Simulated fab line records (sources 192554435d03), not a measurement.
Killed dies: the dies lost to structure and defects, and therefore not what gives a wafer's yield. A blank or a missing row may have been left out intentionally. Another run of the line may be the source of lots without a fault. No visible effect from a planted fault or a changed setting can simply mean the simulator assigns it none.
A sampling plan put to the test + flow n5_finfet + one fab line, 74 faults that these records tell of, each judged on the records of the lots that it struck; 4 more are left out, because the records don't allow judging them
What counts as the plan is the set of the line's own looks, namely the steps on the route at which a gauge or an inspection reads a wafer and does not change it. Where struck wafers have a number at a look and the file lists that look's usual mean and standard deviation on fault-free wafers, the look can be judged. Caught: at a look after the fault's first step, the mean of the struck wafers lies 4 or more of those standard deviations (sigma) from the usual mean. On the tool: the same test on the tool's own readings at the fault's steps. A different recipe on the struck wafers counts as caught too, as does a record blank only for those wafers.

== THE FAULTS, as the simulator had put them in ==
1. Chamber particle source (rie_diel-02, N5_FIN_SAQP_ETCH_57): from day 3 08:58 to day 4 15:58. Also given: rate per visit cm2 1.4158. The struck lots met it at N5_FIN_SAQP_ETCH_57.
2. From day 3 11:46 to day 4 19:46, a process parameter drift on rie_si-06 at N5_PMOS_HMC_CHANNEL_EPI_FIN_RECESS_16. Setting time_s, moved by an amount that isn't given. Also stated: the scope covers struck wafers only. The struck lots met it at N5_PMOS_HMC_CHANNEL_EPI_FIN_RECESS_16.
3. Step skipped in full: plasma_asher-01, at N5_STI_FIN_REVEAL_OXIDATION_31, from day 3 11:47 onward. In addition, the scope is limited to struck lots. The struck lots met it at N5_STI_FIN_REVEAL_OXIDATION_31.
4. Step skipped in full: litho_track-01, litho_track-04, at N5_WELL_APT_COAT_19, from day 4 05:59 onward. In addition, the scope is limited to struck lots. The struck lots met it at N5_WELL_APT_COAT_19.
5. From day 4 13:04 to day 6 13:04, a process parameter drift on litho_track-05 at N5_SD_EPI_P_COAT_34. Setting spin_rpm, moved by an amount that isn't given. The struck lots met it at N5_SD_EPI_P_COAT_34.
6. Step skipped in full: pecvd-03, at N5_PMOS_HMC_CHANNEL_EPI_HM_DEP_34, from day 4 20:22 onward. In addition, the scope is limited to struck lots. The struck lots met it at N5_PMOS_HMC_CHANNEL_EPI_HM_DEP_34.
7. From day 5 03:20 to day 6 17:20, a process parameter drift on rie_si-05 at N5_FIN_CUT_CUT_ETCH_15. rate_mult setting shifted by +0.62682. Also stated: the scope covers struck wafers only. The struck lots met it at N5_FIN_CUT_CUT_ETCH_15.
8. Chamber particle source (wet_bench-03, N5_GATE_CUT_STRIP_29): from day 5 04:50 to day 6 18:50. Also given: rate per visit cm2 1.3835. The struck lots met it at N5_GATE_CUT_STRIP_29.
9. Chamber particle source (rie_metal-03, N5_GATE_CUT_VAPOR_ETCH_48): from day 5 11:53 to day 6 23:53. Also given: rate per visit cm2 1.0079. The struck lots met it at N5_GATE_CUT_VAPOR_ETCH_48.
10. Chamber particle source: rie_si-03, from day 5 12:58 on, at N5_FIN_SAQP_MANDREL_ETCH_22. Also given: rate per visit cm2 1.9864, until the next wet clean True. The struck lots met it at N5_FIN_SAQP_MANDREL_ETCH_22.
11. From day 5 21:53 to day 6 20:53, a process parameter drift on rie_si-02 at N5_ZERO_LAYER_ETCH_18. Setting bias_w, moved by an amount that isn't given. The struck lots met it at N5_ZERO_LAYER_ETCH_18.
12. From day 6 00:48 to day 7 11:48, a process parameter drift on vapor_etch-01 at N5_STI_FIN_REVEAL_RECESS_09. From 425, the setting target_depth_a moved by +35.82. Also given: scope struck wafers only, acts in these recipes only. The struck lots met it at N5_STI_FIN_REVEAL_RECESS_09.
13. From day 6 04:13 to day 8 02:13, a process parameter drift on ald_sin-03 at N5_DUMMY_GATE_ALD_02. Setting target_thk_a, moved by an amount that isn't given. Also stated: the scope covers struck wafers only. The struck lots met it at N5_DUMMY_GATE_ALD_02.
14. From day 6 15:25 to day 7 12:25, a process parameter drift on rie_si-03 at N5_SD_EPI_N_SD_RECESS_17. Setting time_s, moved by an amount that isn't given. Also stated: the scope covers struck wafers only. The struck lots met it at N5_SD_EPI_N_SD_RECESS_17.
15. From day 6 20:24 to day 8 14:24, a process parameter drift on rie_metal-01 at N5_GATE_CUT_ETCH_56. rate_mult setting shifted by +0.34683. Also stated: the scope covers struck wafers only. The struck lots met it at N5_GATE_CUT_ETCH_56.
16. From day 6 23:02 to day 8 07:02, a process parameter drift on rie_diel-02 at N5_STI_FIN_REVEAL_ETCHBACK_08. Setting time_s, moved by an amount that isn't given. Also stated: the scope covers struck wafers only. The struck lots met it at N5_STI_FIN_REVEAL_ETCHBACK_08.
17. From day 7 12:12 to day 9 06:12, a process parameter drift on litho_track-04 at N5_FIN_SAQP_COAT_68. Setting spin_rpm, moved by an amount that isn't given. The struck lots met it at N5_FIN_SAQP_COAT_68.
18. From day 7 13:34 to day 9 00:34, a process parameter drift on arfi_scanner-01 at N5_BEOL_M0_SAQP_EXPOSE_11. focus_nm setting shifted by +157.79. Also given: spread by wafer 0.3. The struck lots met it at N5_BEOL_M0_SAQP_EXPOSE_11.
19. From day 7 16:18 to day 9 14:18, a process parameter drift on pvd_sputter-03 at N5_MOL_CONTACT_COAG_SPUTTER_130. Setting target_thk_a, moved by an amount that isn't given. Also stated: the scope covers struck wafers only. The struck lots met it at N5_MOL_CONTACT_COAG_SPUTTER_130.
20. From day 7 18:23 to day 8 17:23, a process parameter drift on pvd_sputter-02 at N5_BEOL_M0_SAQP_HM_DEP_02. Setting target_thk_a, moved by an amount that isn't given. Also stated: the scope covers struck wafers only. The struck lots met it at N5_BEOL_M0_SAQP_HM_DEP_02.
21. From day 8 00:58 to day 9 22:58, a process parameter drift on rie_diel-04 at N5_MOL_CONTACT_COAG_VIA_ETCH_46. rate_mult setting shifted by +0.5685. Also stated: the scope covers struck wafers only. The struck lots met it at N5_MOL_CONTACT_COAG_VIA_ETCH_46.
22. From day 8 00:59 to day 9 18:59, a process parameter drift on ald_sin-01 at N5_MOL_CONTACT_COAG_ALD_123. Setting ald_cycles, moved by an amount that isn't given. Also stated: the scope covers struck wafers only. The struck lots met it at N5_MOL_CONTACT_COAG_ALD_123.
23. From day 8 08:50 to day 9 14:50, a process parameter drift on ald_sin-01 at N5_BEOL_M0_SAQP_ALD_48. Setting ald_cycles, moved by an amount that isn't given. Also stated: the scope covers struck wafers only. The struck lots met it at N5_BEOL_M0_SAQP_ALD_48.
24. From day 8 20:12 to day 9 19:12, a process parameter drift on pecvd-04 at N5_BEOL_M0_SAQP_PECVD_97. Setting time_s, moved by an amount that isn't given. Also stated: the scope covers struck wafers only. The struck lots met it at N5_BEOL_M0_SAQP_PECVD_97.
25. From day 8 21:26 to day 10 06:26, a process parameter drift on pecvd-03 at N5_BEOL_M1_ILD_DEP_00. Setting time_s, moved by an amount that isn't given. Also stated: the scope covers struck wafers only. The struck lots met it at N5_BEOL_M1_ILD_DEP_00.
26. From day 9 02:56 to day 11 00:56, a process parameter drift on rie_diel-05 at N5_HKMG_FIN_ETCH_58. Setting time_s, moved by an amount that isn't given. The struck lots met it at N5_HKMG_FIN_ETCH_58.
27. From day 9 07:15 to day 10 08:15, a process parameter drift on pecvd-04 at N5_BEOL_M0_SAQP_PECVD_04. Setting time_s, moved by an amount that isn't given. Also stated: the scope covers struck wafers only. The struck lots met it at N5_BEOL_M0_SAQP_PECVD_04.
28. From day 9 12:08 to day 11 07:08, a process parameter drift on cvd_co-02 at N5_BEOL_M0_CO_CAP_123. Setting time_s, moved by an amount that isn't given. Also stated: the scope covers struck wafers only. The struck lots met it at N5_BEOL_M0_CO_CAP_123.
29. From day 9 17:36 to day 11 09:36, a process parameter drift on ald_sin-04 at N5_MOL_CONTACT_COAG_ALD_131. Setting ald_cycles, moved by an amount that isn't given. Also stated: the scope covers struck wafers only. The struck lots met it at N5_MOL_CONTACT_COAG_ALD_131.
30. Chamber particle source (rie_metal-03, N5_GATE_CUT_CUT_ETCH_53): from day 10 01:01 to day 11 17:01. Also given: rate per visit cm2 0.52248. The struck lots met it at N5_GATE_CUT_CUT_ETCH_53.
31. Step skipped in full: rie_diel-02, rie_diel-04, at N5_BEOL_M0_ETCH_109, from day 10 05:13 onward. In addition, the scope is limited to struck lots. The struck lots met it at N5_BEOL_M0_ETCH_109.
32. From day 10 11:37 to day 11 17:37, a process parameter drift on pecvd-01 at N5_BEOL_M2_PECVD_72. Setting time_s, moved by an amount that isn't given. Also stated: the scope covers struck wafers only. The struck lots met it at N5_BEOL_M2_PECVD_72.
33. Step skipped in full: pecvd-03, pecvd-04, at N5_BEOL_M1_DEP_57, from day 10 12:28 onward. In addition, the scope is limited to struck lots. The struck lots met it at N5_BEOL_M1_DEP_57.
34. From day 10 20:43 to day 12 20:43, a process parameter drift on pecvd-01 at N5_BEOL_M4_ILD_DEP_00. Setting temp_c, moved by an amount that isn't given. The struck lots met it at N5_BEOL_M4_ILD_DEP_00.
35. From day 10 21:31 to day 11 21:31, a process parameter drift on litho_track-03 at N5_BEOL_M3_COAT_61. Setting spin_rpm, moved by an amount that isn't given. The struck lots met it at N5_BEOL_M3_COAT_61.
36. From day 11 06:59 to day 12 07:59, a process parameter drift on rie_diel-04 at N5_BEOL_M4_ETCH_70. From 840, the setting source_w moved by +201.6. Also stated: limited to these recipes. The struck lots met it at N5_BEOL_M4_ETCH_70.
37. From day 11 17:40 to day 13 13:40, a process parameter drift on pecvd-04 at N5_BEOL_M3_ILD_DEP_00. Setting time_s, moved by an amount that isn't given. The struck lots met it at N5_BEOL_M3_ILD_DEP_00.
38. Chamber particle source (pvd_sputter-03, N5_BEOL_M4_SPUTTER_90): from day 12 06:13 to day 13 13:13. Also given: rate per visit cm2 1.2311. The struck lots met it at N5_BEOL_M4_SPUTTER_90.
39. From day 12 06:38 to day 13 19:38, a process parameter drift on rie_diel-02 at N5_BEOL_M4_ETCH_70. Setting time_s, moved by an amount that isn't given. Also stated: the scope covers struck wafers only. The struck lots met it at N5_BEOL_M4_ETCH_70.
40. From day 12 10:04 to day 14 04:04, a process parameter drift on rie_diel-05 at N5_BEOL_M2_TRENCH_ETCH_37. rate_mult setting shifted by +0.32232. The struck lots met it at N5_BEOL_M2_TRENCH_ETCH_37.
41. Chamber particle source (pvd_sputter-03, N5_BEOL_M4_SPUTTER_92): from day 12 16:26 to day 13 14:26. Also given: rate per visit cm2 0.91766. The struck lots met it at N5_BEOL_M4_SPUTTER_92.
42. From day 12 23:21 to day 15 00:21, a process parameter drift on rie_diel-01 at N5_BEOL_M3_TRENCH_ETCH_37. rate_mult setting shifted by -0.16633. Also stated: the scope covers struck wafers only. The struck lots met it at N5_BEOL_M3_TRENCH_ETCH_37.
43. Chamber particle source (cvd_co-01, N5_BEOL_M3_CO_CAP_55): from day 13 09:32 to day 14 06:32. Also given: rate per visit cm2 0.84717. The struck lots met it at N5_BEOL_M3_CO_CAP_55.
44. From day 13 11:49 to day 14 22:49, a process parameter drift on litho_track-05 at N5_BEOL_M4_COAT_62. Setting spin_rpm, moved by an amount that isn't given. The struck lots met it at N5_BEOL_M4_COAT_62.
45. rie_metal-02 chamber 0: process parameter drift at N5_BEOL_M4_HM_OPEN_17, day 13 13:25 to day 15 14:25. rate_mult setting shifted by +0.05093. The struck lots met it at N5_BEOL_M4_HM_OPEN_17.
46. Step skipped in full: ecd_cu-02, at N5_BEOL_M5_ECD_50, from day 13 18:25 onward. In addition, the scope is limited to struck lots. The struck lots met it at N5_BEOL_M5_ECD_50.
47. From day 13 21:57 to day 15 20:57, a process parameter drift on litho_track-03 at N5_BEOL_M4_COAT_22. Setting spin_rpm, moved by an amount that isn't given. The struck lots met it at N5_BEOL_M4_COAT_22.
48. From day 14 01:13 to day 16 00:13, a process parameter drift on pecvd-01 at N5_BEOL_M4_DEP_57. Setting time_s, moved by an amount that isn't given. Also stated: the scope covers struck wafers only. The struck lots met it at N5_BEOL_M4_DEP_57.
49. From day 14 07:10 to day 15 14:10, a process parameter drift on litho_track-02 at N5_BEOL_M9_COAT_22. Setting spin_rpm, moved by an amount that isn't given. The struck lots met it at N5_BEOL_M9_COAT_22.
50. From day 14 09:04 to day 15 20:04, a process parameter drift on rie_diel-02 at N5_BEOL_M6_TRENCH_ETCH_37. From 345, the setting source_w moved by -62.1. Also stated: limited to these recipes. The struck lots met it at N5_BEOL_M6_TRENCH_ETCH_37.
51. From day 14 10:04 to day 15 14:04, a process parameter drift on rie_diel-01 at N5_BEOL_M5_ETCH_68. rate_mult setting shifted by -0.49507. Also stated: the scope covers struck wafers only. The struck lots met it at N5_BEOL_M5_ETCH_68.
52. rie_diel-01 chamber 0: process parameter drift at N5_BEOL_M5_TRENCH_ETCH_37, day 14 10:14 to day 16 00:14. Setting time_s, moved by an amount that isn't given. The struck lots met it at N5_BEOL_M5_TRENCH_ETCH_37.
53. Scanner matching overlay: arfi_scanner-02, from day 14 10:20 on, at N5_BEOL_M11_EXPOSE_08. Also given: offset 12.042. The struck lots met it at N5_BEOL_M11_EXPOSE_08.
54. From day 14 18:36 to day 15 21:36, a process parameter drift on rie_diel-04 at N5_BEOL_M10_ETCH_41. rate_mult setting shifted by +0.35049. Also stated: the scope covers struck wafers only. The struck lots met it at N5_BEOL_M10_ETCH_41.
55. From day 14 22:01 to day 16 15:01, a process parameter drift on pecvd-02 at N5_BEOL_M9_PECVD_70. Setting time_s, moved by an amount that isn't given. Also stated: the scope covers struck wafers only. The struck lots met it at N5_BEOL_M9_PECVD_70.
56. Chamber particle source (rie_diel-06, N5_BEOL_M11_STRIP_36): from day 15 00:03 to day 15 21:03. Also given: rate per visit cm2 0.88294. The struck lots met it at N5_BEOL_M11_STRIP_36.
57. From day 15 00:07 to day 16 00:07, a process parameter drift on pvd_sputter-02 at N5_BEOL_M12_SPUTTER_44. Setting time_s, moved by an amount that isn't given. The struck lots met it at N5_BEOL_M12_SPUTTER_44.
58. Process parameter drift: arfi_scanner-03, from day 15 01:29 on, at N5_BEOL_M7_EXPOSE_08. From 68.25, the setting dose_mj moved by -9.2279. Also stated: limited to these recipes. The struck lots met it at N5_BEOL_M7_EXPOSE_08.
59. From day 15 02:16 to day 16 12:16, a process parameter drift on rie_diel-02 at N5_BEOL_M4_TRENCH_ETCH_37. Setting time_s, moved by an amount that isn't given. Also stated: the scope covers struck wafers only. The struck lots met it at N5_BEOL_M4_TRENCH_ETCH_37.
60. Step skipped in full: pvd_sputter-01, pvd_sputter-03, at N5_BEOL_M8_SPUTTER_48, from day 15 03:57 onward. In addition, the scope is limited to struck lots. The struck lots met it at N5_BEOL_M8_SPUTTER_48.
61. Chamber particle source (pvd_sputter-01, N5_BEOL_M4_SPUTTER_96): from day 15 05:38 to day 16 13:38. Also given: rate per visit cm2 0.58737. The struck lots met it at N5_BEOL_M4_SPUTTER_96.
62. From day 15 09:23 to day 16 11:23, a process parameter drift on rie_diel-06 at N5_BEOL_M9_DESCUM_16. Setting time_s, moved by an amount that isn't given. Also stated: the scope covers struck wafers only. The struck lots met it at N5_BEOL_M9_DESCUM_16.
63. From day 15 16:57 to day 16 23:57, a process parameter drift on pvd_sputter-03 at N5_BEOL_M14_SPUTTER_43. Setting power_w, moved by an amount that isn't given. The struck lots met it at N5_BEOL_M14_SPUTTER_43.
64. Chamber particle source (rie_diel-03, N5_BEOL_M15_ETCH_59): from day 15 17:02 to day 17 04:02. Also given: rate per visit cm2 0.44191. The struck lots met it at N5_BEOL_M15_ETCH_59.
65. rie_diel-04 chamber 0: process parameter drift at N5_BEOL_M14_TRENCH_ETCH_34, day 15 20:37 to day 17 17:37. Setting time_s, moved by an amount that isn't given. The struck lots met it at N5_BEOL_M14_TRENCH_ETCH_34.
66. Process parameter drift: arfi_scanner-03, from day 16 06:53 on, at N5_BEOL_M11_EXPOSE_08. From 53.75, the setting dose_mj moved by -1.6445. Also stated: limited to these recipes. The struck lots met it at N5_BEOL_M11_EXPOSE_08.
67. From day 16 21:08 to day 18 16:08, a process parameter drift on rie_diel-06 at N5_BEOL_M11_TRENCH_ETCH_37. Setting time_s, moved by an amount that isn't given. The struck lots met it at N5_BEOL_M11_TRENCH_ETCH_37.
68. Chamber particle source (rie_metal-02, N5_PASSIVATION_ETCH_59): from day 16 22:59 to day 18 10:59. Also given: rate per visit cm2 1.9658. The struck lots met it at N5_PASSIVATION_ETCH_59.
69. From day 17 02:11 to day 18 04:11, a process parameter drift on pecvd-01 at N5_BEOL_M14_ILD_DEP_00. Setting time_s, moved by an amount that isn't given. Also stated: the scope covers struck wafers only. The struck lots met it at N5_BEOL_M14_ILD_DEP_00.
70. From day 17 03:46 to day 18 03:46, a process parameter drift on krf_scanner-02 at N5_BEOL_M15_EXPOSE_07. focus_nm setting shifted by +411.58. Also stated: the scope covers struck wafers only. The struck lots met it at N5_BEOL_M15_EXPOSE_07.
71. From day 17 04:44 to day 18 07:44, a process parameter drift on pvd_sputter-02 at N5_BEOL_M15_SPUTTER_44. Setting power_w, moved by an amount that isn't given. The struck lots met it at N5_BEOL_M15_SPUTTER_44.
72. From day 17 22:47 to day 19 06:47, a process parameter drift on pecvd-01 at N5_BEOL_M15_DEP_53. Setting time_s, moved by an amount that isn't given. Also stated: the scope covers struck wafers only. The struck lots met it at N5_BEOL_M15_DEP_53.
73. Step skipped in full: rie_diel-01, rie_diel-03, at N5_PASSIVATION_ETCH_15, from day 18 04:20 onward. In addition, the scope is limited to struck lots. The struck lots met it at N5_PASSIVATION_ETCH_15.
74. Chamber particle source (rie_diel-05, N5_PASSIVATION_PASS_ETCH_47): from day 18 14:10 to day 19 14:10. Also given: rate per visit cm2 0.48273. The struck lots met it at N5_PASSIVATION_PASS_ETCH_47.

== WHAT THE PLAN SAW ==
| fault | on the tool itself                               | first look that catches it                      | reading, sigma                                              | median hours from its first step to that look | hours from the fault's start to the first struck lot there | judged looks passed uncaught |
|-------|--------------------------------------------------|-------------------------------------------------|-------------------------------------------------------------|-----------------------------------------------|------------------------------------------------------------|------------------------------|
| 1     | under 2 sigma                                    | N5_FIN_SAQP_INSPECT_40                          | raw_defect_count +15                                        | 2.1                                           | 5                                                          | 0                            |
| 2     | under 2 sigma                                    | N5_PMOS_HMC_CHANNEL_EPI_THK_MEAS_22             | HMC_CMP_THK +6.4                                            | 2.2                                           | 8                                                          | 0                            |
| 3     | the tool's record is blank for the struck wafers | N5_STI_FIN_REVEAL_CD_MEAS_22                    | cd_nm +4.3                                                  | 0.5                                           | 3                                                          | 0                            |
| 4     | the tool's record is blank for the struck wafers | no look after it can be judged                  | -                                                           | -                                             | -                                                          | 0                            |
| 5     | spin_speed_rpm -92 sigma                         | no look after it can be judged                  | -                                                           | -                                             | -                                                          | 0                            |
| 6     | the tool's record is blank for the struck wafers | no look after it can be judged                  | -                                                           | -                                             | -                                                          | 0                            |
| 7     | only faintly: oes_product_au +3.0 sigma          | no look after it can be judged                  | -                                                           | -                                             | -                                                          | 0                            |
| 8     | no reading that can be judged                    | no look after it can be judged                  | -                                                           | -                                             | -                                                          | 0                            |
| 9     | under 2 sigma                                    | no look after it can be judged                  | -                                                           | -                                             | -                                                          | 0                            |
| 10    | under 2 sigma                                    | N5_FIN_SAQP_INSPECT_40                          | raw_defect_count +22                                        | 5.3                                           | 8                                                          | 1                            |
| 11    | bias_w -99 or beyond sigma                       | no look after it can be judged                  | -                                                           | -                                             | -                                                          | 0                            |
| 12    | under 2 sigma                                    | N5_STI_FIN_REVEAL_FIN_H_MEAS_10                 | trench_depth_nm +5.5                                        | 2.7                                           | 6                                                          | 0                            |
| 13    | under 2 sigma                                    | no look after it can be judged                  | -                                                           | -                                             | -                                                          | 0                            |
| 14    | under 2 sigma                                    | no look after it can be judged                  | -                                                           | -                                             | -                                                          | 0                            |
| 15    | under 2 sigma                                    | no look after it can be judged                  | -                                                           | -                                             | -                                                          | 0                            |
| 16    | under 2 sigma                                    | N5_STI_FIN_REVEAL_FIN_H_MEAS_10                 | trench_depth_nm -7.3                                        | 3.0                                           | 10                                                         | 0                            |
| 17    | spin_speed_rpm -99 or beyond sigma               | no look after it can be judged                  | -                                                           | -                                             | -                                                          | 0                            |
| 18    | exposure_dose_mJ_cm2 -22 sigma                   | N5_BEOL_M0_SAQP_CD_MEAS_14                      | cd_nm -17                                                   | 0.1                                           | 29                                                         | 0                            |
| 19    | under 2 sigma                                    | no look after it can be judged                  | -                                                           | -                                             | -                                                          | 0                            |
| 20    | under 2 sigma                                    | no look after it can be judged                  | -                                                           | -                                             | -                                                          | 0                            |
| 21    | under 2 sigma                                    | no look after it can be judged                  | -                                                           | -                                             | -                                                          | 0                            |
| 22    | under 2 sigma                                    | none of the 3 looks that can be judged after it | -                                                           | -                                             | -                                                          | 3                            |
| 23    | under 2 sigma                                    | not the one look that can be judged after it    | -                                                           | -                                             | -                                                          | 1                            |
| 24    | under 2 sigma                                    | not the one look that can be judged after it    | -                                                           | -                                             | -                                                          | 1                            |
| 25    | under 2 sigma                                    | N5_BEOL_M1_THK_MEAS_01                          | M1_ILD_THK +44                                              | 0.1                                           | 6                                                          | 0                            |
| 26    | run_length_s -99 or beyond sigma                 | no look after it can be judged                  | -                                                           | -                                             | -                                                          | 0                            |
| 27    | under 2 sigma                                    | N5_BEOL_M0_SAQP_THK_MEAS_05                     | thk_nm +6.6                                                 | 0.1                                           | 2                                                          | 0                            |
| 28    | run_length_s +99 or beyond sigma                 | not the one look that can be judged after it    | -                                                           | -                                             | -                                                          | 1                            |
| 29    | under 2 sigma                                    | no look after it can be judged                  | -                                                           | -                                             | -                                                          | 0                            |
| 30    | under 2 sigma                                    | no look after it can be judged                  | -                                                           | -                                             | -                                                          | 0                            |
| 31    | the tool's record is blank for the struck wafers | not the one look that can be judged after it    | strongest: M0_RS at N5_BEOL_M0_RS_MEAS_126, +3.5            | -                                             | -                                                          | 1                            |
| 32    | under 2 sigma                                    | none of the 2 looks that can be judged after it | strongest: IOFF_P at N5_BEOL_M4_RC_MEAS_101, +2.3           | -                                             | -                                                          | 2                            |
| 33    | the tool's record is blank for the struck wafers | no look after it can be judged                  | -                                                           | -                                             | -                                                          | 0                            |
| 34    | susceptor_temp_C -57 sigma                       | none of the 2 looks that can be judged after it | strongest: M4_ILD_THK at N5_BEOL_M4_THK_MEAS_01, +3.3       | -                                             | -                                                          | 2                            |
| 35    | spin_speed_rpm +76 sigma                         | not the one look that can be judged after it    | -                                                           | -                                             | -                                                          | 1                            |
| 36    | rf_fwd_power_W +78 sigma                         | not the one look that can be judged after it    | -                                                           | -                                             | -                                                          | 1                            |
| 37    | under 2 sigma                                    | N5_BEOL_M3_THK_MEAS_01                          | M3_ILD_THK +10                                              | 0.1                                           | 5                                                          | 0                            |
| 38    | under 2 sigma                                    | no look after it can be judged                  | -                                                           | -                                             | -                                                          | 0                            |
| 39    | run_length_s -51 sigma                           | not the one look that can be judged after it    | -                                                           | -                                             | -                                                          | 1                            |
| 40    | under 2 sigma                                    | N5_BEOL_M2_OCD_MEAS_38                          | trench_depth_nm +27                                         | 0.1                                           | 13                                                         | 0                            |
| 41    | under 2 sigma                                    | none of the 2 looks that can be judged after it | -                                                           | -                                             | -                                                          | 2                            |
| 42    | under 2 sigma                                    | N5_BEOL_M3_OCD_MEAS_38                          | trench_depth_nm -11                                         | 0.1                                           | 9                                                          | 0                            |
| 43    | under 2 sigma                                    | N5_BEOL_M3_INSPECT_59                           | raw_defect_count +23                                        | 0.2                                           | 0                                                          | 0                            |
| 44    | spin_speed_rpm +99 or beyond sigma               | not the one look that can be judged after it    | -                                                           | -                                             | -                                                          | 1                            |
| 45    | under 2 sigma                                    | not the one look that can be judged after it    | -                                                           | -                                             | -                                                          | 1                            |
| 46    | no reading that can be judged                    | no look after it can be judged                  | -                                                           | -                                             | -                                                          | 0                            |
| 47    | spin_speed_rpm +99 or beyond sigma               | not the one look that can be judged after it    | -                                                           | -                                             | -                                                          | 1                            |
| 48    | under 2 sigma                                    | none of the 2 looks that can be judged after it | -                                                           | -                                             | -                                                          | 2                            |
| 49    | spin_speed_rpm +69 sigma                         | none of the 3 looks that can be judged after it | -                                                           | -                                             | -                                                          | 3                            |
| 50    | rf_fwd_power_W -38 sigma                         | N5_BEOL_M6_OCD_MEAS_38                          | trench_depth_nm -5.6                                        | 0.2                                           | 9                                                          | 0                            |
| 51    | under 2 sigma                                    | no look after it can be judged                  | -                                                           | -                                             | -                                                          | 0                            |
| 52    | run_length_s +43 sigma                           | N5_BEOL_M5_OCD_MEAS_38                          | trench_depth_nm +47                                         | 0.2                                           | 1                                                          | 0                            |
| 53    | under 2 sigma                                    | N5_BEOL_M11_OVL_MEAS_12                         | M11_OVL +15                                                 | 0.2                                           | 5                                                          | 0                            |
| 54    | under 2 sigma                                    | no look after it can be judged                  | -                                                           | -                                             | -                                                          | 0                            |
| 55    | under 2 sigma                                    | no look after it can be judged                  | -                                                           | -                                             | -                                                          | 0                            |
| 56    | under 2 sigma                                    | none of the 2 looks that can be judged after it | -                                                           | -                                             | -                                                          | 2                            |
| 57    | under 2 sigma                                    | not the one look that can be judged after it    | -                                                           | -                                             | -                                                          | 1                            |
| 58    | exposure_dose_mJ_cm2 -99 or beyond sigma         | N5_BEOL_M7_CD_MEAS_11                           | cd_nm -14                                                   | 0.1                                           | 3                                                          | 0                            |
| 59    | only faintly: run_length_s -3.1 sigma            | N5_BEOL_M4_OCD_MEAS_38                          | trench_depth_nm -4.0                                        | 0.2                                           | 15                                                         | 0                            |
| 60    | the tool's record is blank for the struck wafers | no look after it can be judged                  | -                                                           | -                                             | -                                                          | 0                            |
| 61    | under 2 sigma                                    | not the one look that can be judged after it    | -                                                           | -                                             | -                                                          | 1                            |
| 62    | under 2 sigma                                    | no look after it can be judged                  | -                                                           | -                                             | -                                                          | 0                            |
| 63    | cathode_dc_power_W +99 or beyond sigma           | no look after it can be judged                  | -                                                           | -                                             | -                                                          | 0                            |
| 64    | under 2 sigma                                    | N5_BEOL_M15_INSPECT_30                          | raw_defect_count +99 or beyond                              | 1.5                                           | 4                                                          | 1                            |
| 65    | under 2 sigma                                    | N5_BEOL_M14_OCD_MEAS_35                         | trench_depth_nm +55                                         | 0.2                                           | 5                                                          | 0                            |
| 66    | exposure_dose_mJ_cm2 -28 sigma                   | none of the 2 looks that can be judged after it | strongest: cd_nm at N5_BEOL_M11_CD_MEAS_11, -3.3            | -                                             | -                                                          | 2                            |
| 67    | run_length_s -7.4 sigma                          | not the one look that can be judged after it    | strongest: trench_depth_nm at N5_BEOL_M11_OCD_MEAS_38, -2.5 | -                                             | -                                                          | 1                            |
| 68    | under 2 sigma                                    | no look after it can be judged                  | -                                                           | -                                             | -                                                          | 0                            |
| 69    | run_length_s +99 or beyond sigma                 | N5_BEOL_M14_THK_MEAS_01                         | M14_ILD_THK +65                                             | 0.2                                           | 10                                                         | 0                            |
| 70    | no reading that can be judged                    | N5_BEOL_M15_CD_MEAS_10                          | cd_nm +45                                                   | 0.2                                           | 5                                                          | 0                            |
| 71    | cathode_dc_power_W -99 or beyond sigma           | no look after it can be judged                  | -                                                           | -                                             | -                                                          | 0                            |
| 72    | under 2 sigma                                    | not the one look that can be judged after it    | -                                                           | -                                             | -                                                          | 1                            |
| 73    | the tool's record is blank for the struck wafers | no look after it can be judged                  | -                                                           | -                                             | -                                                          | 0                            |
| 74    | under 2 sigma                                    | N5_PASSIVATION_INSPECT_57                       | raw_defect_count +99 or beyond                              | 3.6                                           | 4                                                          | 0                            |
A dash: the fault is not caught, or the number is missing from these records.

Caught at a look: 23 of 74. Caught on the tool: 28 of 74. By one or the other: 45 of 74.
Faults 4, 5, 6, 11, 17, 26, 28, 31, 33, 34, 35, 36, 39, 44, 47, 49, 60, 63, 66, 67, 71, 73 were caught on the tool alone.
Caught at a look alone: faults 1, 2, 10, 12, 16, 25, 27, 37, 40, 42, 43, 53, 59, 64, 65, 70, 74.
Caught by neither: faults 7, 8, 9, 13, 14, 15, 19, 20, 21, 22, 23, 24, 29, 30, 32, 38, 41, 45, 46, 48, 51, 54, 55, 56, 57, 61, 62, 68, 72.

== THINNER SAMPLING ==
If the look that catches a fault measured only every second or every third lot, by lot number, the first struck lot would be measured this late in the worst case:
| fault | struck lots at that look, in order of time | every lot | every second lot | every third lot |
|-------|--------------------------------------------|-----------|------------------|-----------------|
| 1     | L171, L174                                 | 5 h       | 24 h             | may miss all 2  |
| 2     | L705, L706, L707                           | 8 h       | 14 h             | 20 h            |
| 3     | L367, L368, L369                           | 3 h       | 7 h              | 12 h            |
| 10    | L476, L477, L481                           | 8 h       | 19 h             | 53 h            |
| 12    | L922, L923, L925                           | 6 h       | 18 h             | may miss all 3  |
| 16    | L397, L398, L400                           | 10 h      | 22 h             | may miss all 3  |
| 18    | L720                                       | 29 h      | may miss it      | may miss it     |
| 25    | L296, L299                                 | 6 h       | 20 h             | may miss all 2  |
| 27    | L699, L701                                 | 2 h       | may miss all 2   | may miss all 2  |
| 37    | L228, L229                                 | 5 h       | 8 h              | may miss all 2  |
| 40    | L245, L246                                 | 13 h      | 32 h             | may miss all 2  |
| 42    | L863, L869, L868                           | 9 h       | 48 h             | may miss all 3  |
| 43    | L948, L952                                 | 0 h       | may miss all 2   | may miss all 2  |
| 50    | L902, L901                                 | 9 h       | 14 h             | may miss all 2  |
| 52    | L354, L357, L358                           | 1 h       | 2 h              | may miss all 3  |
| 53    | L601, L604, L605                           | 5 h       | 11 h             | may miss all 3  |
| 58    | L926, L930                                 | 3 h       | may miss all 2   | may miss all 2  |
| 59    | L837, L836                                 | 15 h      | 22 h             | may miss all 2  |
| 64    | L311, L314                                 | 4 h       | 26 h             | may miss all 2  |
| 65    | L767, L768                                 | 5 h       | 22 h             | may miss all 2  |
| 69    | L295, L297                                 | 10 h      | may miss all 2   | may miss all 2  |
| 70    | L963, L965                                 | 5 h       | may miss all 2   | may miss all 2  |
| 74    | L486, L487                                 | 4 h       | 9 h              | may miss all 2  |
Hours count from the start of the fault until the first struck lot that is measured. The limit of 4 sigma was tested on all struck wafers together, so one lot alone may lie under it. Other struck lots may not be in these records.

== THE LONGEST TIMED WAY FROM STEP TO LOOK ==
Fault 10: median gap of 5.3 hours between N5_FIN_SAQP_MANDREL_ETCH_22 and N5_FIN_SAQP_INSPECT_40. The look between them that can be judged stayed within 4 sigma: N5_FIN_SAQP_OCD_MEAS_76.
